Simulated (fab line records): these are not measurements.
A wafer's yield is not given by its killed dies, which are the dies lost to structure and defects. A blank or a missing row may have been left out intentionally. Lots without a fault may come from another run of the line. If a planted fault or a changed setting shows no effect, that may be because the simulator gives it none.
A lot that was struck, set against a sound lot    flow nand_harc    40 steps out of a route of 1159
Sound: these wafers, L389.3, L389.4, L389.6. Wafers L381.2, L381.3, L381.6 were the ones struck. The cause is named last.
For every step that has rows: the tool of each side, followed by ch and its chambers, followed by its first start. Under that, the readings that differ: sound wafers    struck wafers    difference of the means    sigmas: that difference in standard deviations of wafers without a fault.
alike: same words and numbers on both sides, and readings whose means sit less than 2 such deviations apart. not compared: any withheld reading, any reading some wafer has no value for, any bound like >300 that may hide the same value, and any number with overlapping values for which the record gives no deviation.
Wherever a step has rows on one side only, a row that says differs or no value, or a row with sigmas, the two part there. Numbers that have no deviation but don't overlap get no sigmas and don't part them. A reading missing from all wafers of one side parts the sides only when that side holds two or more wafers.

NHARC_P_M1_INSPECT_11:
  sound: defect_inspect-01 at day 10 00:41; struck: defect_inspect-02 at day 8 07:34
  alike: raw_defect_count
then, 3 steps without rows for these wafers: NHARC_P_M1_DESCUM_14 (chemistry O2, time 3 s); NHARC_P_M1_ETCH_35 (etches the open film in N2/H2, target depth 40 nm, overetch 12 nm, time 43.94 s); NHARC_P_M1_ETCH_15 (etches the open film in C4F8/Ar, target depth 182.5 nm, time 91.2 s).
NHARC_P_M1_CD_MEAS_16:
  sound: cd_sem-03 at day 10 01:04; struck: cd_sem-02 at day 8 07:58
  alike: cd_nm
NHARC_P_M1_STRIP_18: strips in N2/H2.
  sound on rie_diel-04 ch 0,2,3, day 10 01:10; struck on rie_diel-04 ch 1,2,3, day 8 08:04
  alike: drypump_motor_current_A, oes_product_au, rf_fwd_power_W, rf_vpp_V, showerhead_plenum_p_Torr, throttle_valve_pct
  not compared: rf_hours_counter_h
then, 3 steps without rows for these wafers: NHARC_P_M1_ETCH_28 (etches the open film in CF4/N2, target depth 30 nm, time 72.99 s); NHARC_P_M1_STRIP_19 (strips in post etch residue remover, time 600 s); NHARC_P_M1_DEGAS_29 (time 60 s).
NHARC_P_M1_PRE_CLEAN_30: time 30 s.
  sound on pvd_sputter-01; struck on pvd_sputter-03
  alike: heater_power_w
then, 2 steps without rows for these wafers: NHARC_P_M1_PVD_20 (deposits TaN, target thk 5 nm, time 8.06 s); NHARC_P_M1_PVD_21 (deposits Cu, target thk 30 nm, time 20.49 s).
NHARC_P_M1_ECD_22: material Cu, target thk 400 nm.
  sound on ecd_cu-01 ch 0,1, day 10 02:28; struck on ecd_cu-02 ch 0, day 8 09:03
NHARC_P_M1_ANNEAL_31: time 90 s.
  sound on rtp_anneal-01 ch 0, day 10 03:01; struck on rtp_anneal-01 ch 0, day 8 09:28
  alike: anneal_temp_c_max, wafer_temp_C_max
then, 1 step without rows for these wafers: NHARC_P_M1_CMP_23 (polishes, t overpolish 20 s, target thk 157.82 nm).
NHARC_P_M1_THK_MEAS_24: measures by xrf.
  sound: film_metro-02 at day 10 03:34; struck: film_metro-02 at day 8 10:05
  alike: thk_nm
then, 13 steps without rows for these wafers: NHARC_P_M1_SRD_25; NHARC_P_M1_PRE_CLEAN_32 (time 12 s); NHARC_P_M1_DEP_33 (deposits SiCN, target thk 30 nm); NHARC_P_M2_DEP_00 (deposits SiOC, target thk 182.5 nm); NHARC_P_M2_DEHYDRATE_01 (time 120 s); NHARC_P_M2_HMDS_02 (time 30 s); NHARC_P_M2_COAT_34 (time 65 s); NHARC_P_M2_COAT_03 (resist thk 90 nm); NHARC_P_M2_SOFTBAKE_04 (time 55 s); NHARC_P_M2_EBR_05; NHARC_P_M2_EXPOSE_06 (exposes mask P M2, target cd 170 nm); NHARC_P_M2_PEB_07 (peb time 65 s); NHARC_P_M2_DEVELOP_08 (develop time 35 s).
NHARC_P_M2_CD_MEAS_09: the cd target is 170 nm.
  sound on cd_sem-02 ch 0, day 10 05:13; struck on cd_sem-03 ch 0, day 8 11:38
  alike: cd_nm
NHARC_P_M2_OVL_MEAS_10: pitch 340 nm.
  sound: overlay-01 at day 10 05:18; struck: overlay-02 at day 8 11:43
  alike: overlay_x_nm, overlay_y_nm
NHARC_P_M2_DESCUM_14: chemistry O2, time 3 s.
  sound on rie_diel-10 ch 1,2, day 10 05:24; struck on rie_diel-07 ch 1,2,3, day 8 11:50
  alike: drypump_motor_current_A, oes_product_au, rf_vpp_V, showerhead_plenum_p_Torr, throttle_valve_pct
  not compared: rf_hours_counter_h
then, 2 steps without rows for these wafers: NHARC_P_M2_ETCH_35 (etches the open film in N2/H2, target depth 40 nm, overetch 12 nm, time 43.94 s); NHARC_P_M2_ETCH_15 (etches the open film in C4F8/Ar, target depth 182.5 nm, time 91.2 s).
NHARC_P_M2_CD_MEAS_16:
  sound: cd_sem-03 at day 10 05:43; struck: cd_sem-03 at day 8 12:07
  alike: cd_nm
NHARC_P_M2_STRIP_18: strips in N2/H2.
  sound on rie_diel-10 ch 0,1,2, day 10 05:47; struck on rie_diel-07 ch 0,2,3, day 8 12:11
  alike: drypump_motor_current_A, oes_product_au, rf_fwd_power_W, rf_vpp_V, showerhead_plenum_p_Torr, throttle_valve_pct
  not compared: rf_hours_counter_h
then, 3 steps without rows for these wafers: NHARC_P_M2_ETCH_28 (etches the open film in CF4/N2, target depth 30 nm, time 72.99 s); NHARC_P_M2_STRIP_19 (strips in post etch residue remover, time 600 s); NHARC_P_M2_DEGAS_29 (time 60 s).
-- break in the record here, with 14 days between the starts of the struck wafers on either side (left off in module P_M2, picked up again in module END, where the first step shown is number 1159 on the route) --
NHARC_END_SORT_01:
  sound on prober-02 ch 0, day 23 10:01; struck on prober-02 ch 0, day 22 02:05
reading                   sound           struck          difference  sigmas
defect_limited_yield (%)  95.3 93.8 94.5  40.8 40.3 40.3  -54.1       -42
killed_at_array           31 38 31        13 22 10        -18         -2
killed_at_periphery       0 2 6           388 382 394     +385        +99 or more
killed_dies               32 42 37        401 404 404     +366        +43
sort_bin_2_pct (%)        1.5 2.8 1.2     21.3 20.7 19.4  +18.6       +36
sort_bin_3_pct (%)        0.15 0.44 0     3.99 6.20 4.87  +4.82       +27
sort_bin_4_pct (%)        3.1 3.0 4.3     34.0 32.8 35.5  +30.6       +34
sort_n_pass               645 635 640     276 273 273     -366        -43
sort_rim_yield_pct (%)    92.5 91.5 87.7  37.7 43.4 35.8  -51.6       -19
sort_yield_pct (%)        95.3 93.8 94.5  40.8 40.3 40.3  -54.1       -42
  alike: killed_at_other, killed_open, killed_short

== WHERE THEY PART ==
Only at NHARC_END_SORT_01, within this record.

WHY: what the simulator had put in
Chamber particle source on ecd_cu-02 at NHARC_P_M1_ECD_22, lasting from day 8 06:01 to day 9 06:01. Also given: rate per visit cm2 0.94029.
